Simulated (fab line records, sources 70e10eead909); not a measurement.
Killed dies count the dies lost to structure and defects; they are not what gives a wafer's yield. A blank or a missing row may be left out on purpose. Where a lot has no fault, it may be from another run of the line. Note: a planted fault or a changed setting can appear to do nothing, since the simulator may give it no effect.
fab line records	flow nand-harc
[record] lots = 12	wafers = 36	last-day = 25
route steps=1159 shown A_M1@1050 END@1159
lots with no fault: from the same line, run without faults
start-h: the number of hours between the record's first day and the start of the first shown wafer of the lot	wait-h: time in hours since the lot's previous step	" repeats the value in the row above	L1.1+2: one row covering several wafers at once	- no value, or no start given	* or withheld: withheld	< > ~ a bound
route shown NAME@n: a module of which the file shows steps, and the number in the route of the first	usual: average and standard deviation across the fault-free wafers	same: alike in all rows	chamber/n: place in a boat	sites: readings site by site	_std_site: the values' standard deviation	_edge_site: mean of outer sites minus mean of inner sites	radius-mm: for every site, how far away it sits from the centre of the wafer	mask NAME#n: copy n	behind: tool/chamber where the wafer was last shaped	hold: cause of the lot's hold/its duration in hours/its outcome	device: the transistor (n, p or np) that didn't switch	end of line: the same wafers' tests at the end of the route	a step without rows: its recipe alone	killed: at the first sort, the dies lost to defects and structure; wafer yield is something else	map: a wafer's dies, marking killed ones x, the rest . and places with no die _
set.NAME: setting as actually run; set.NAME@STEP: the setting as run at that earlier step	model.NAME: the simulator's own value behind a step, which no gauge read
the route's steps for a sample of lots (tables are steps, rows are wafers)
services: the hour from which a tool's chamber was out of use, counted from the record's first day as start-h (under 0 if before that day), plus the number of hours and why
[[steps]]
[step NHARC_A_M1_ECD_22]
[recipe] target-thk-a = 4000	bath-temp-c = 25	material = Cu
[usual] bath-heat-duty-pct = 6.1/0.96
lot.wafer	tool	chamber	start-h	wait-h	bath-heat-duty-pct
L953.2	ecd-cu-01	1	406.18	-	6.8
L953.3	"	1	"	"	7.0
L953.5	"	0	"	"	5.5
L954.2	ecd-cu-01	1	411.05	-	6.9
L954.3	"	0	"	"	5.5
L954.4	"	1	"	"	5.7
L956.1	ecd-cu-01	0	411.35	-	5.0
L956.4	"	0	"	"	4.9
L956.6	"	0	"	"	5.2
L960.2	ecd-cu-01	1	438.59	-	6.5
L960.4	"	0	"	"	5.1
L960.5	"	1	"	"	6.6
L962.1	ecd-cu-01	0	457.83	-	5.1
L962.6	"	1	"	"	7.1
L962.5	"	0	"	"	5.4
L963.4	ecd-cu-01	1	461.20	-	7.3
L963.5	"	0	"	"	5.7
L963.6	"	1	"	"	6.6
L968.3	ecd-cu-02	1	497.08	-	4.9
L968.4	"	0	"	"	7.0
L968.5	"	0	"	"	7.9
L970.1	ecd-cu-02	1	503.32	-	5.3
L970.4	"	1	"	"	4.9
L970.3	"	0	"	"	7.5
L973.2	ecd-cu-02	1	519.20	-	5.5
L973.4	"	1	"	"	4.5
L973.3	"	0	"	"	6.8
L974.2	ecd-cu-01	0	523.86	-	5.3
L974.1	"	1	"	"	6.3
L974.4	"	1	"	"	6.7
L976.3	ecd-cu-01	0	539.01	-	6.2
L976.5	"	0	"	"	5.5
L976.6	"	1	"	"	6.7
L975.1	ecd-cu-02	1	550.46	-	5.4
L975.3	"	1	"	"	4.6
L975.4	"	0	"	"	7.7
[step NHARC_A_M1_CMP_23]
[recipe] t-overpolish-s = 20	target-thk-nm = 154.34
[usual] motor-current-A = 12.0/1	time-to-endpoint-s = 30.6/3
lot.wafer	tool	chamber	start-h	wait-h	motor-current-A	time-to-endpoint-s
L953.2	cmp-03	2	406.96	-	13.8	33.9
L953.3	"	3	"	"	10.6	36.8
L953.5	"	1	"	"	12.7	34.0
L954.3	cmp-02	3	411.76	-	11.3	32.0
L954.4	"	0	"	"	11.6	28.4
L954.2	"	1	"	"	11.0	28.8
L956.1	cmp-03	3	412.07	-	10.9	34.5
L956.4	"	0	"	"	11.2	33.0
L956.6	"	3	"	"	10.1	36.1
L960.4	cmp-02	0	439.25	-	10.9	25.9
L960.2	"	3	"	"	10.5	31.4
L960.5	"	0	"	"	11.8	26.6
L962.1	cmp-02	3	458.54	-	10.4	14.6
L962.6	"	2	"	"	13.1	28.0
L962.5	"	3	"	"	10.7	30.5
L963.4	cmp-01	3	461.78	-	12.2	12.5
L963.6	"	3	"	"	12.3	29.1
L963.5	"	0	"	"	11.6	27.2
L968.3	cmp-03	3	497.78	-	10.6	33.3
L968.4	"	0	"	"	10.9	30.9
L968.5	"	1	"	"	12.3	31.7
L970.1	cmp-03	3	504.07	-	10.5	31.3
L970.4	"	0	"	"	10.7	28.6
L970.3	"	1	"	"	12.7	29.0
L973.4	cmp-01	1	519.93	-	11.7	29.2
L973.3	"	2	"	"	12.5	31.6
L973.2	"	0	"	"	11.3	30.5
L974.1	cmp-03	2	524.62	-	13.4	31.3
L974.4	"	3	"	"	11.2	34.7
L974.2	"	0	"	"	11.1	32.3
L976.3	cmp-01	0	539.62	-	11.2	30.9
L976.6	"	0	"	"	11.4	32.1
L976.5	"	1	"	"	12.0	29.1
L975.3	cmp-03	2	551.18	-	13.2	30.0
L975.1	"	0	"	"	10.5	31.4
L975.4	"	1	"	"	13.1	30.9
[step NHARC_A_M1_THK_MEAS_24]
[recipe] thk-meas-gauge = xrf
[usual] thk-nm = 154.9/1.6
lot.wafer	tool	chamber	start-h	wait-h	thk-nm
L953.2	film-metro-01	-	407.22	-	153.8
L953.3	"	-	"	"	154.2
L953.5	"	-	"	"	155.9
L954.2	film-metro-01	-	412.05	-	153.0
L954.3	"	-	"	"	155.7
L954.4	"	-	"	"	155.2
L956.1	film-metro-01	-	412.36	-	156.6
L956.4	"	-	"	"	152.9
L956.6	"	-	"	"	156.3
L960.2	film-metro-02	-	439.57	-	155.8
L960.4	"	-	"	"	154.0
L960.5	"	-	"	"	153.5
L962.1	film-metro-01	-	458.82	-	154.7
L962.5	"	-	"	"	155.0
L962.6	"	-	"	"	153.6
L963.4	film-metro-02	-	462.09	-	155.2
L963.5	"	-	"	"	153.1
L963.6	"	-	"	"	155.3
L968.3	film-metro-01	-	498.04	-	157.5
L968.4	"	-	"	"	155.6
L968.5	"	-	"	"	154.6
L970.1	film-metro-01	-	504.36	-	158.1
L970.3	"	-	"	"	157.0
L970.4	"	-	"	"	155.5
L973.2	film-metro-01	-	520.25	-	153.5
L973.3	"	-	"	"	154.8
L973.4	"	-	"	"	152.6
L974.1	film-metro-01	-	524.91	-	154.6
L974.2	"	-	"	"	154.8
L974.4	"	-	"	"	156.7
L976.3	film-metro-02	-	539.94	-	156.1
L976.5	"	-	"	"	154.2
L976.6	"	-	"	"	155.5
L975.1	film-metro-02	-	551.50	-	156.0
L975.3	"	-	"	"	154.7
L975.4	"	-	"	"	156.9
[step NHARC_A_M1_PRE_CLEAN_32]
[recipe] time-s = 12	temp-c = 370	rf-power-w = 300	gas = NH3
[usual] heater-power-w = 632/91
lot.wafer	tool	chamber	start-h	wait-h	heater-power-w
L953.2	pecvd-02	2	407.44	0.1	602
L953.3	"	1	"	"	770
L953.5	"	0	"	"	477
L954.3	pecvd-02	1	412.29	0.1	758
L954.2	"	0	"	"	431
L954.4	"	0	"	"	423
L956.1	pecvd-03	1	412.68	0.1	732
L956.6	"	1	"	"	729
L956.4	"	2	"	"	622
L960.2	pecvd-02	2	439.80	0.1	690
L960.4	"	1	"	"	758
L960.5	"	2	"	"	695
L962.1	pecvd-03	1	459.06	0.1	673
L962.5	"	0	"	"	649
L962.6	"	2	"	"	615
L963.4	pecvd-02	2	462.35	0.1	687
L963.5	"	0	"	"	467
L963.6	"	1	"	"	796
L968.3	pecvd-01	0	498.28	0.1	528
L968.4	"	2	"	"	674
L968.5	"	1	"	"	643
L970.1	pecvd-01	1	504.59	0.1	589
L970.3	"	0	"	"	589
L970.4	"	0	"	"	582
L973.3	pecvd-01	1	520.95	0.5	611
L973.2	"	2	"	"	691
L973.4	"	0	"	"	541
L974.1	pecvd-01	2	525.13	0.1	709
L974.2	"	0	"	"	573
L974.4	"	2	"	"	713
L976.3	pecvd-01	2	540.23	0.1	710
L976.6	"	0	"	"	589
L976.5	"	1	"	"	615
L975.3	pecvd-01	1	551.73	0.1	672
L975.1	"	2	"	"	656
L975.4	"	1	"	"	658
[step NHARC_A_M1_DEP_33]
[recipe] target-thk-a = 300	temp-c = 370	target-thk-nm = 30	pressure-torr = 3	flow-sccm = 200	rf-w = 450	material = SiCN
[usual] heater-power-w = 577/93
lot.wafer	tool	chamber	start-h	wait-h	heater-power-w
L953.2	pecvd-02	2	407.52	0.1	625
L953.3	"	1	"	"	676
L953.5	"	0	"	"	455
L954.3	pecvd-02	1	412.37	0.1	699
L954.2	"	0	"	"	449
L954.4	"	0	"	"	457
L956.1	pecvd-03	1	412.79	0.1	646
L956.6	"	1	"	"	632
L956.4	"	2	"	"	515
L960.2	pecvd-02	2	439.91	0.1	661
L960.4	"	1	"	"	609
L960.5	"	2	"	"	642
L962.1	pecvd-03	1	459.17	0.1	590
L962.5	"	0	"	"	586
L962.6	"	2	"	"	516
L963.4	pecvd-02	2	462.52	0.2	590
L963.5	"	0	"	"	429
L963.6	"	1	"	"	735
L968.3	pecvd-01	0	498.39	0.1	513
L968.4	"	2	"	"	673
L968.5	"	1	"	"	594
L970.1	pecvd-01	1	504.67	0.1	540
L970.3	"	0	"	"	465
L970.4	"	0	"	"	472
L973.3	pecvd-01	1	521.06	0.1	596
L973.2	"	2	"	"	620
L973.4	"	0	"	"	480
L974.1	pecvd-01	2	525.21	0.1	649
L974.2	"	0	"	"	518
L974.4	"	2	"	"	655
L976.3	pecvd-01	2	540.37	0.1	693
L976.6	"	0	"	"	430
L976.5	"	1	"	"	528
L975.3	pecvd-01	1	551.84	0.1	576
L975.1	"	2	"	"	686
L975.4	"	1	"	"	567
[step NHARC_END_SORT_01]
[recipe] temp-c = 25
[usual] defect-limited-yield = 95.3/1.6	killed-at-array = 27/12	killed-at-other = 0.8/1	killed-at-periphery = 4.0/2.5	killed-dies = 32/11	killed-open = 3.3/1.8	killed-short = 2.0/1.5	sort_bin_2_pct = 1.5/0.59	sort_bin_3_pct = 0.27/0.22	sort_bin_4_pct = 3.0/1.1	sort-n-pass = 645/11	sort-rim-yield-pct = 95.6/2.7	sort-yield-pct = 95.3/1.6
[same] gross-dies = 677	sort_bin_5_pct[%] = 0	sort_bin_6_pct[%] = 0	sort_bin_7_pct[%] = 0	sort_bin_8_pct[%] = 0	sort-rim-n-gross = 106.00
lot.wafer	tool	chamber	start-h	wait-h	defect-limited-yield[%]	killed-at-array	killed-at-other	killed-at-periphery	killed-dies	killed-open	killed-short	sort_bin_2_pct[%]	sort_bin_3_pct[%]	sort_bin_4_pct[%]	sort-n-pass	sort-rim-yield-pct[%]	sort-yield-pct[%]
L960.2	prober-01	0	472.94	2.8	93.4	40	2	3	45	3	3	1.8	0.44	4.4	632	94.3	93.4
L960.4	prober-01	0	474.54	3.4	96.0	26	1	0	27	1	0	0.9	0.15	3.0	650	91.5	96.0
L960.5	prober-01	0	475.34	3.7	95.1	26	2	5	33	2	4	2.1	0	2.8	644	94.3	95.1
L962.1	prober-02	0	496.45	2.5	95.7	26	1	2	29	5	2	1.0	0.44	2.8	648	98.1	95.7
L962.5	prober-02	0	499.62	3.7	95.4	29	0	2	31	5	2	1.2	0.30	3.1	646	98.1	95.4
L962.6	prober-02	0	500.41	4.0	96.0	23	2	2	27	5	2	1.3	0.30	2.4	650	97.2	96.0
L968.3	prober-01	0	534.68	3.1	96.5	19	3	2	24	5	1	0.9	0.59	2.1	653	96.2	96.5
L968.4	prober-01	0	535.49	3.4	96.3	21	1	3	25	3	4	1.0	0.15	2.5	652	97.2	96.3
L968.5	prober-01	0	536.29	3.7	97.0	17	1	2	20	2	1	1.0	0	1.9	657	100.0	97.0
L973.2	prober-02	0	558.39	2.8	91.7	53	1	2	56	1	4	2.1	0.15	6.1	621	93.4	91.7
L973.3	prober-02	0	559.18	3.1	92.0	52	1	1	54	2	2	3.0	0.74	4.3	623	96.2	92.0
L973.4	prober-02	0	559.97	3.4	93.8	40	1	1	42	2	0	2.1	0.74	3.4	635	92.5	93.8
L974.1	prober-01	0	559.59	2.5	95.0	34	0	0	34	1	1	1.5	0.44	3.1	643	95.3	95.0
L974.2	prober-01	0	560.38	2.8	95.6	26	3	1	30	3	1	1.3	0	3.1	647	96.2	95.6
L974.4	prober-01	0	561.97	3.4	93.5	39	1	4	44	5	2	2.2	0.30	4.0	633	94.3	93.5
L976.3	prober-02	0	574.30	3.1	96.3	14	2	9	25	4	0	1.0	0	2.7	652	94.3	96.3
L976.5	prober-02	0	575.92	3.7	95.7	20	3	6	29	2	2	1.3	0	3.0	648	99.1	95.7
L976.6	prober-02	0	576.74	4.1	97.0	11	2	7	20	3	0	1.5	0.15	1.3	657	96.2	97.0
L975.1	prober-02	0	588.29	2.5	95.7	21	1	7	29	4	3	1.2	0.15	3.0	648	92.5	95.7
L975.3	prober-02	0	589.89	3.1	95.7	21	2	6	29	1	3	1.9	0.30	2.1	648	96.2	95.7
L975.4	prober-02	0	590.69	3.4	96.6	14	2	7	23	3	0	1.0	0.30	2.1	654	96.2	96.6
// killed by level:class
L960.2 A_CHANNEL_HOLE_D1:chamber-film-flake=23 A_STAIRCASE:chamber-film-flake=10 P_GATE:chamber-film-flake=2 THIN_TSV:chamber-film-flake=2 A_ONON_D1:geometric-particle:short=1 A_CHANNEL_HOLE_D1:geometric-particle:open=1 A_SGD_CUT:geometric-particle:short=1 A_WL_FILL:geometric-particle:short=1
L960.4 A_CHANNEL_HOLE_D1:chamber-film-flake=9 A_STAIRCASE:chamber-film-flake=9 A_CONTACT:chamber-film-flake=5 A_BLC:geometric-particle:open=1 A_ZERO_WELL:chamber-film-flake=1 A_SLIT:chamber-film-flake=1 THIN_TSV:chamber-film-flake=1
L960.5 A_CHANNEL_HOLE_D1:chamber-film-flake=10 A_STAIRCASE:chamber-film-flake=6 P_GATE:chamber-film-flake=4 A_CONTACT:chamber-film-flake=4 A_CONTACT:geometric-particle:open=2 A_CHANNEL_HOLE_D1:geometric-particle:short=1 A_WL_FILL:geometric-particle:short=1 A_CONTACT:geometric-particle:short=1
L962.1 A_SLIT:chamber-film-flake=10 A_CHANNEL_HOLE_D1:chamber-film-flake=7 A_CONTACT:geometric-particle:open=4 A_CONTACT:chamber-film-flake=2 P_CONTACT:geometric-particle:short=1 A_SGD_CUT:geometric-particle:short=1 P_M1:chamber-film-flake=1 STARTING-WAFER:geometric-particle:open=1
L962.5 A_SLIT:chamber-film-flake=7 A_CONTACT:chamber-film-flake=6 A_WL_FILL:chamber-film-flake=4 A_CONTACT:geometric-particle:open=3 A_CHANNEL_HOLE_D1:chamber-film-flake=3 P_STI:chamber-film-flake=2 A_ONON_D1:geometric-particle:open=1 A_SGD_CUT:geometric-particle:short=1
L962.6 A_SLIT:chamber-film-flake=6 A_CHANNEL_HOLE_D1:chamber-film-flake=5 A_CONTACT:chamber-film-flake=3 P_CONTACT:geometric-particle:open=2 A_SOURCE_PLATE:geometric-particle:open=2 A_STAIRCASE:chamber-film-flake=2 A_WL_FILL:chamber-film-flake=2 THIN_TSV:chamber-film-flake=2
L968.3 A_CHANNEL_HOLE_D1:chamber-film-flake=6 A_CHANNEL_FILL_D1:chamber-film-flake=4 A_BLC:geometric-particle:open=2 A_SLIT:chamber-film-flake=2 THIN_TSV:chamber-film-flake=2 A_CHANNEL_FILL_D1:geometric-particle:open=1 A_WL_FILL:geometric-particle:short=1 A_WL_FILL:geometric-particle:open=1
L968.4 A_CHANNEL_HOLE_D1:chamber-film-flake=5 A_CHANNEL_FILL_D1:chamber-film-flake=5 A_WL_FILL:geometric-particle:short=3 A_STAIRCASE:chamber-film-flake=3 P_M0:chamber-film-flake=2 P_M0:geometric-particle:short=1 A_ONON_D1:geometric-particle:open=1 A_WL_FILL:geometric-particle:open=1
L968.5 A_CHANNEL_HOLE_D1:chamber-film-flake=7 A_SLIT:chamber-film-flake=6 A_STAIRCASE:chamber-film-flake=3 P_GATE:geometric-particle:open=1 P_GATE:geometric-particle:short=1 A_CONTACT:geometric-particle:open=1 THIN_TSV:chamber-film-flake=1
L973.2 A_CHANNEL_HOLE_D1:chamber-film-flake=19 A_SLIT:chamber-film-flake=17 A_CONTACT:chamber-film-flake=7 A_STAIRCASE:chamber-film-flake=5 A_M0:geometric-particle:short=2 P_M0:geometric-particle:open=1 A_SOURCE_PLATE:geometric-particle:short=1 A_CONTACT:geometric-particle:short=1
L973.3 A_CHANNEL_HOLE_D1:chamber-film-flake=22 A_SLIT:chamber-film-flake=13 A_CONTACT:chamber-film-flake=8 A_STAIRCASE:chamber-film-flake=3 A_M1:chamber-film-flake=3 P_CONTACT:geometric-particle:open=1 A_ONON_D1:geometric-particle:open=1 A_ONON_D1:geometric-particle:short=1
L974.1 A_CONTACT:chamber-film-flake=10 A_CHANNEL_HOLE_D1:chamber-film-flake=8 A_SLIT:chamber-film-flake=8 A_STAIRCASE:chamber-film-flake=6 A_CONTACT:geometric-particle:open=1 A_M0:geometric-particle:short=1
L973.4 A_CHANNEL_HOLE_D1:chamber-film-flake=21 A_SLIT:chamber-film-flake=13 A_STAIRCASE:chamber-film-flake=3 A_CONTACT:chamber-film-flake=3 P_CONTACT:geometric-particle:open=1 STARTING-WAFER:geometric-particle:open=1
L974.2 A_SLIT:chamber-film-flake=12 A_CHANNEL_HOLE_D1:chamber-film-flake=4 A_STAIRCASE:chamber-film-flake=2 A_WL_FILL:chamber-film-flake=2 A_CONTACT:chamber-film-flake=2 THIN_TSV:chamber-film-flake=2 A_WL_FILL:geometric-particle:short=1 A_CONTACT:geometric-particle:open=1
L974.4 A_SLIT:chamber-film-flake=16 A_CONTACT:chamber-film-flake=9 A_CHANNEL_HOLE_D1:chamber-film-flake=5 A_STAIRCASE:chamber-film-flake=4 A_M1:chamber-film-flake=2 P_STI:geometric-particle:short=1 P_GATE:geometric-particle:short=1 P_M0:geometric-particle:open=1
L976.3 P_M1:chamber-film-flake=6 A_CHANNEL_HOLE_D1:chamber-film-flake=5 A_CONTACT:chamber-film-flake=5 A_ONON_D1:geometric-particle:open=2 P_STI:chamber-film-flake=2 THIN_TSV:chamber-film-flake=2 P_CONTACT:geometric-particle:open=1 A_M0:geometric-particle:open=1
L976.5 A_CHANNEL_HOLE_D1:chamber-film-flake=6 A_CONTACT:chamber-film-flake=5 P_M1:chamber-film-flake=4 A_STAIRCASE:chamber-film-flake=4 THIN_TSV:chamber-film-flake=3 A_CONTACT:geometric-particle:short=2 P_STI:chamber-film-flake=2 A_M0:geometric-particle:open=1
L976.6 P_M1:chamber-film-flake=6 A_CHANNEL_HOLE_D1:chamber-film-flake=4 A_STAIRCASE:chamber-film-flake=2 THIN_TSV:chamber-film-flake=2 P_GATE:geometric-particle:open=1 A_WL_FILL:geometric-particle:open=1 A_BLC:geometric-particle:open=1 A_CHANNEL_FILL_D1:chamber-film-flake=1
L975.1 A_CHANNEL_HOLE_D1:chamber-film-flake=8 P_M1:chamber-film-flake=5 P_CONTACT:geometric-particle:open=2 A_STAIRCASE:chamber-film-flake=2 A_SLIT:chamber-film-flake=2 A_SOURCE_PLATE:geometric-particle:short=1 A_CHANNEL_FILL_D1:geometric-particle:short=1 A_CHANNEL_FILL_D1:geometric-particle:open=1
L975.3 A_CHANNEL_HOLE_D1:chamber-film-flake=7 A_CONTACT:chamber-film-flake=5 P_GATE:chamber-film-flake=3 A_STAIRCASE:chamber-film-flake=3 P_M1:chamber-film-flake=2 A_SLIT:chamber-film-flake=2 THIN_TSV:chamber-film-flake=2 P_GATE:geometric-particle:short=1
L975.4 P_M1:chamber-film-flake=5 A_CHANNEL_HOLE_D1:chamber-film-flake=4 A_CONTACT:chamber-film-flake=3 A_CONTACT:geometric-particle:open=2 P_GATE:chamber-film-flake=2 THIN_TSV:chamber-film-flake=2 A_CHANNEL_FILL_D1:geometric-particle:open=1 A_ZERO_WELL:chamber-film-flake=1
[[services]]
tool	chamber	start-h	hours	kind
pecvd-01	-	418.10	13.0	pm
pecvd-01	0	418.10	13.0	vent-cycle
pecvd-01	1	418.10	13.0	vent-cycle
pecvd-01	2	418.10	13.0	vent-cycle
ecd-cu-02	-	419.52	1.7	repair
cmp-02	-	422.69	4.0	pm
pecvd-01	0	431.10	-	clean
pecvd-01	1	431.10	-	clean
cmp-01	-	441.24	12.0	repair
ecd-cu-01	-	448.00	8.0	pm
cmp-02	-	449.29	1.1	repair
cmp-03	-	456.54	0.5	repair
pecvd-03	0	460.27	20.5	repair
pecvd-02	1	470.22	4.9	repair
cmp-02	-	472.17	1.2	repair
pecvd-03	-	473.27	13.0	pm
cmp-01	-	473.54	4.0	pm
cmp-03	-	474.21	4.0	pm
pecvd-02	1	493.73	6.4	repair
pecvd-02	-	515.33	13.0	pm
cmp-02	-	520.69	4.0	pm
ecd-cu-02	-	532.56	8.0	pm
pecvd-03	0	533.67	5.9	repair
cmp-01	-	548.95	1.2	repair
[[key]]
[first-sign] step = NHARC_A_M1_CMP_23	reading = time-to-endpoint-s	direction = down	sigmas = 5.8	usual = *	struck = *
effect none on later readings
met-at NHARC_A_M1_ECD_22
struck-lots L962,L963
struck-wafers L962.1,L963.4
not-acting-at NHARC_A_M1_THK_MEAS_24,NHARC_A_M1_PRE_CLEAN_32,NHARC_A_M1_DEP_33
onset-between 438.59 457.83
[fault] kind = process-parameter-drift	tool = ecd-cu-01	chamber = -	onset-h = 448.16	steps = NHARC_A_M1_ECD_22	channel = target-thk-a	offset = *	shape = step	end-h = 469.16	scope = struck-wafers-only	acts-in = *	stated = *
